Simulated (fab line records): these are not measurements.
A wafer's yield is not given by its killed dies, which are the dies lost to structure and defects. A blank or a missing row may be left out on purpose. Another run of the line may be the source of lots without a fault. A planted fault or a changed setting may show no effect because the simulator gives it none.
A lot that was struck, set against a sound lot ; flow nand-harc ; 14 out of 1302 route steps
Sound: these wafers, L721.2, L721.3, L721.6. Struck: wafer L719.3 (left out: L719.5, L719.6 of the same lot, which were not struck); the cause appears at the end.
At each step with rows: each side's tool, then ch and its chambers, then its first start. Under that, the readings that differ: sound wafers ; struck wafers ; difference of the means ; sigmas: that difference in standard deviations of wafers without a fault.
alike: a reading whose means differ by less than 2 such deviations, as well as words and numbers matching on both sides. not compared: withheld readings; readings where some wafer has no value; bounds like >300 that might hide an equal value; numbers whose values overlap and for which the record gives no deviation.
The two part at a step that has a row with sigmas, a row that says differs or no value, or rows on one side only. When numbers do not overlap yet have no deviation, they are printed without sigmas and do not part them. A reading that every wafer of one side lacks parts them only if that side has two wafers or more.

NHARC_A_SOURCE_PLATE_THK_MEAS_06: measures by ellipsometry.
  sound on film-metro-01 at day 16 02:46; struck on film-metro-02 at day 15 07:50
  alike: thk-nm
NHARC_A_SOURCE_PLATE_INSPECT_08:
  sound on defect-inspect-02 at day 16 02:49; struck on defect-inspect-01 at day 15 07:56
  alike: raw-defect-count
then, no rows for these wafers at 1 step: NHARC_A_ONON_D1_DEP_00 (target thk 1000 nm).
NHARC_A_ONON_D1_THK_MEAS_02: measures by ellipsometry.
  sound on film-metro-02 at day 16 03:31; struck on film-metro-01 at day 15 08:31
reading;sound;struck;difference;sigmas
thk-nm (nm);1014 1010 1012;988;-24;-2
then, no rows for these wafers at 1 step: NHARC_A_ONON_D1_DEP_03 (target thk 1000 nm).
NHARC_A_ONON_D1_THK_MEAS_05: measures by ellipsometry.
  sound on film-metro-02 at day 16 04:05; struck on film-metro-02 at day 15 09:05
reading;sound;struck;difference;sigmas
thk-nm (nm);1016 1016 1016;995;-21;-2
then, no rows for these wafers at 1 step: NHARC_A_ONON_D1_DEP_06 (target thk 1000 nm).
NHARC_A_ONON_D1_THK_MEAS_08: measures by ellipsometry.
  sound on film-metro-02 at day 16 04:39; struck on film-metro-01 at day 15 09:40
  alike: thk-nm
then, no rows for these wafers at 1 step: NHARC_A_ONON_D1_DEP_09 (target thk 1000 nm).
NHARC_A_ONON_D1_THK_MEAS_11: measures by ellipsometry.
  sound on film-metro-01 at day 16 05:13; struck on film-metro-01 at day 15 10:14
  alike: thk-nm
NHARC_A_ONON_D1_DEP_12: target thk 1000 nm.
  sound on pecvd-onon-02 ch 0, day 16 05:20; struck on pecvd-onon-03 ch 0, day 15 10:24
NHARC_A_ONON_D1_THK_MEAS_14: measures by ellipsometry.
  sound on film-metro-01 at day 16 05:47; struck on film-metro-02 at day 15 10:48
reading;sound;struck;difference;sigmas
thk-nm (nm);995 995 996;765;-230;-21
then, 1 step without rows for these wafers: NHARC_A_ONON_D1_ANNEAL_15 (time 3600 s).
-- the record jumps here: 17 days lie between the struck wafers' starts before and after (it left off in module A_ONON_D1 and takes up again in module END, whose first step shown is number 1302 of the route) --
NHARC_END_SORT_01:
  only the struck wafers appear in the record here, on prober-01 ch 0 at day 32 02:50; the sound ones have no rows

== WHERE THEY PART ==
Earliest at NHARC_A_ONON_D1_THK_MEAS_02; latest, in this record, at NHARC_END_SORT_01.

WHY: whatever the simulator had introduced
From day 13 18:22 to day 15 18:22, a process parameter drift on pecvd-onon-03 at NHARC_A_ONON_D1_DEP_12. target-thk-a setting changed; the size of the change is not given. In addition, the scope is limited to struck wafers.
